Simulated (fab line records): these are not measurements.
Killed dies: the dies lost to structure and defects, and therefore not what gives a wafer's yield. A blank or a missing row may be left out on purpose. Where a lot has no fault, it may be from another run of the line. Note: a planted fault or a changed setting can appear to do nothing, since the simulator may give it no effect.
A lot that was struck, set against a sound lot    flow nand-harc    38 out of 1302 route steps
Sound: these wafers, L285.2, L285.3, L285.5. Struck: wafers L291.3, L291.4, L291.6. At the end, the cause is stated.
For every step that has rows: the tool of each side, followed by ch and its chambers, followed by its first start. Under that, the readings that differ: sound wafers    struck wafers    difference of the means    sigmas: that difference in standard deviations of wafers without a fault.
alike: words and numbers the same on both sides, and readings whose means are apart by under 2 such deviations; not compared: readings that were withheld, readings missing a value for some wafer, numbers with overlapping values and no deviation given by the record, and bounds like >300 which may hide the same value.
Wherever a step has rows on one side only, a row that says differs or no value, or a row with sigmas, the two part there. Numbers that don't overlap but have no deviation are shown without sigmas and don't part them. A reading that every wafer of one side lacks parts them only if that side has two wafers or more.

NHARC_A_BONDPAD_OVL_MEAS_35:
  sound on overlay-01, day 24 05:14; struck on overlay-01, day 26 20:41
  alike: overlay-x-nm, overlay-y-nm
then, 1 step without rows for these wafers: NHARC_A_BONDPAD_HARDBAKE_10 (time 65 s).
NHARC_A_BONDPAD_DESCUM_11: chemistry O2, time 3 s.
  sound on rie-diel-13 ch 1,2, day 24 05:22; struck on rie-diel-13 ch 0,1,2, day 26 20:49
  alike: drypump-motor-current-A, oes-product-au, rf-vpp-V, showerhead-plenum-p-Torr, throttle-valve-pct
  not compared: rf-hours-counter-h
NHARC_A_BONDPAD_ETCH_34: etches the open film in N2/H2, target depth 60 nm, overetch 18 nm, time 65.91 s.
  sound on rie-diel-13 ch 0,3, day 24 05:28; struck on rie-diel-13 ch 1,3, day 26 20:53
reading                 sound                 struck                difference  sigmas
throttle-valve-pct (%)  14.195 14.177 14.195  14.161 14.172 14.169  -0.022      -2
  alike: drypump-motor-current-A, h2-flow-sccm, oes-product-au, rf-vpp-V, showerhead-plenum-p-Torr
  not compared: rf-hours-counter-h
NHARC_A_BONDPAD_ETCH_12: etches the open film in CHF3/O2, target depth 220 nm, time 110 s.
  sound: rie-diel-13 ch 1,2; struck: rie-diel-13 ch 1,3
  alike: drypump-motor-current-A, oes-product-au, rf-vpp-V, showerhead-plenum-p-Torr, throttle-valve-pct
  not compared: rf-hours-counter-h
NHARC_A_BONDPAD_CD_MEAS_13:
  sound on cd-sem-01, day 24 05:41; struck on cd-sem-02, day 26 21:08
  alike: cd-nm
NHARC_A_BONDPAD_STRIP_15: strips in O2.
  sound on rie-diel-10 ch 0,1, day 24 05:46; struck on rie-diel-10 ch 0,2,3, day 26 21:13
reading                sound              struck             difference  sigmas
oes-product-au (a.u.)  1.011 1.013 1.019  0.984 1.001 0.996  -0.021      -2
  alike: drypump-motor-current-A, rf-vpp-V, showerhead-plenum-p-Torr, throttle-valve-pct
  not compared: rf-hours-counter-h
then, 4 steps without rows for these wafers: NHARC_A_BONDPAD_ETCH_24 (etches the open film in CF4/N2, target depth 30 nm, time 72.99 s); NHARC_A_BONDPAD_STRIP_16 (strips in post etch residue remover, time 600 s); NHARC_A_BONDPAD_DEGAS_25 (time 60 s); NHARC_A_BONDPAD_PRE_CLEAN_26 (time 30 s).
NHARC_A_BONDPAD_PVD_17: deposits TaN, target thk 5 nm, time 8.06 s.
  sound on pvd-sputter-01; struck on pvd-sputter-01
  alike: throttle-valve-pct
NHARC_A_BONDPAD_PVD_27: deposits Cu, target thk 30 nm, time 20.49 s.
  sound on pvd-sputter-01, day 24 06:32; struck on pvd-sputter-01, day 26 21:59
  alike: throttle-valve-pct
then, 9 steps without rows for these wafers: NHARC_A_BONDPAD_ECD_18 (material Cu, target thk 400 nm); NHARC_A_BONDPAD_ANNEAL_28 (time 90 s); NHARC_A_BONDPAD_CMP_19 (polishes, t overpolish 30 s, cu recess touch 16 s, target thk 169.82 nm); NHARC_A_BONDPAD_SRD_21 (time 30 s, dry time 20 s); NHARC_HYBRID_BOND_ACTIVATE_00 (chemistry N2, time 60 s); NHARC_HYBRID_BOND_PRECLEAN_01 (cleans in DIW, time 300 s); NHARC_HYBRID_BOND_SRD_02 (time 30 s, dry time 20 s); NHARC_HYBRID_BOND_BOND_03; NHARC_HYBRID_BOND_ANNEAL_04 (time 7200 s).
NHARC_HYBRID_BOND_OVL_MEAS_05:
  sound on overlay-02, day 24 17:41; struck on overlay-01, day 27 08:34
  alike: overlay-x-nm, overlay-y-nm
then, 2 steps without rows for these wafers: NHARC_THIN_TSV_GRIND_00; NHARC_THIN_TSV_CMP_01 (polishes).
NHARC_THIN_TSV_THK_MEAS_02: measures by ir.
  sound on film-metro-01, day 24 19:21; struck on film-metro-02, day 27 10:16
reading      sound           struck          difference  sigmas
thk-nm (nm)  3274 3518 3339  2739 2945 2890  -519        -3
then, 11 steps without rows for these wafers: NHARC_THIN_TSV_SRD_03; NHARC_THIN_TSV_PRECLEAN_41 (cleans in SC1); NHARC_THIN_TSV_SRD_42; NHARC_THIN_TSV_DEP_43 (deposits SiO2, target thk 1328.5 nm); NHARC_THIN_TSV_DEHYDRATE_04 (time 120 s); NHARC_THIN_TSV_HMDS_05 (time 30 s); NHARC_THIN_TSV_COAT_06; NHARC_THIN_TSV_SOFTBAKE_07 (time 95 s); NHARC_THIN_TSV_EBR_08; NHARC_THIN_TSV_EXPOSE_09 (exposes mask TSV); NHARC_THIN_TSV_PEB_10 (peb time 85 s).
NHARC_END_SORT_01:
  sound on prober-01 ch 0, day 25 12:26; struck on prober-01 ch 0, day 28 06:34
reading                   sound           struck          difference  sigmas
defect-limited-yield (%)  92.3 91.0 92.5  82.3 83.8 83.5  -8.7        -3
killed-at-array           49 59 48        116 105 106     +57         +3
killed-dies               52 61 51        120 110 112     +59         +3
sort_bin_2_pct (%)        3.4 3.7 2.2     8.0 5.3 5.6     +3.2        +2
sort_bin_3_pct (%)        0.4 0.1 0.7     3.4 5.0 5.0     +4.1        +11
sort-n-pass               625 616 626     557 567 565     -59         -3
sort-rim-yield-pct (%)    92 96 95        77 85 86        -12         -3
sort-yield-pct (%)        92.3 91.0 92.5  82.3 83.8 83.5  -8.7        -3
  alike: killed-at-other, killed-at-periphery, killed-open, killed-short, sort_bin_4_pct

WHERE THEY PART
Last at NHARC_END_SORT_01 as far as this record goes, first at NHARC_A_BONDPAD_ETCH_34.

WHY: whatever the simulator had introduced
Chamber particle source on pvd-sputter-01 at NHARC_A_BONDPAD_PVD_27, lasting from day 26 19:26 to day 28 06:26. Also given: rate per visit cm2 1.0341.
